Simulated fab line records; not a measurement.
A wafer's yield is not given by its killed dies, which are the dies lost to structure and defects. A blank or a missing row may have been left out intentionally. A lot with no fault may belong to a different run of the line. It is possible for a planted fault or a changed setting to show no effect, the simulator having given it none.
Matching of chambers | flow nand harc | NHARC_P_ZERO_WELL_ETCH_65 on rie diel-05 has 4 sister chambers
The step etches the open film in N2/H2, target depth 80 nm, overetch 24 nm, time 87.88 s. 8 wafers are shown with their chamber, then 12 later ones without.

## EACH WAFER AND ITS CHAMBER
wafer  | chamber | drypump motor current A (A) | showerhead plenum p Torr (Torr)
L082.3 | 0       | 6.7                         | 1.92
L082.4 | 3       | 5.2                         | 2.09
L085.1 | 1       | 6.2                         | 2.16
L085.2 | 3       | 5.2                         | 2.08
L085.6 | 2       | 5.8                         | 2.01
L086.3 | 2       | 5.8                         | 2.01
L086.5 | 1       | 6.2                         | 2.16
L086.6 | 0       | 6.8                         | 1.92

## WAFERS MISSING THEIR CHAMBER
wafer  | drypump motor current A (A) | showerhead plenum p Torr (Torr)
L090.4 | 6.7                         | 1.91
L090.5 | 6.2                         | 2.15
L090.6 | 6.7                         | 1.91
L091.1 | 5.8                         | 2.00
L091.3 | 6.7                         | 1.91
L091.5 | 6.2                         | 2.15
L093.2 | 5.8                         | 2.00
L093.4 | 5.2                         | 2.07
L093.5 | 5.2                         | 2.07
L094.2 | 5.8                         | 2.00
L094.4 | 6.2                         | 2.14
L094.5 | 6.7                         | 1.91

## THE CHAMBER EACH PASSED THROUGH
wafer  | from the rows above | in truth
L090.4 | 0                   | 0
L090.5 | 1                   | 1
L090.6 | 0                   | 0
L091.1 | 2                   | 2
L091.3 | 0                   | 0
L091.5 | 1                   | 1
L093.2 | 2                   | 2
L093.4 | 3                   | 3
L093.5 | 3                   | 3
L094.2 | 2                   | 2
L094.4 | 1                   | 1
L094.5 | 0                   | 0
12 of 12 placed correctly. Not placeable from these rows: 0. 0 placed wrongly.
How it was worked out, from the rows above alone: a wafer's distance from a chamber is the root of the sum, over the readings, of the square of ((its reading less the chamber's mean) divided by the reading's scatter). The wafer belongs to the nearest chamber; if the next one is less than 2 further off, it can't be placed. Each chamber's mean is taken over the wafers shown for it. The scatter: the root of (the sum of the squares of (reading less its chamber's mean) over the shown wafers, divided by (wafers less chambers)).
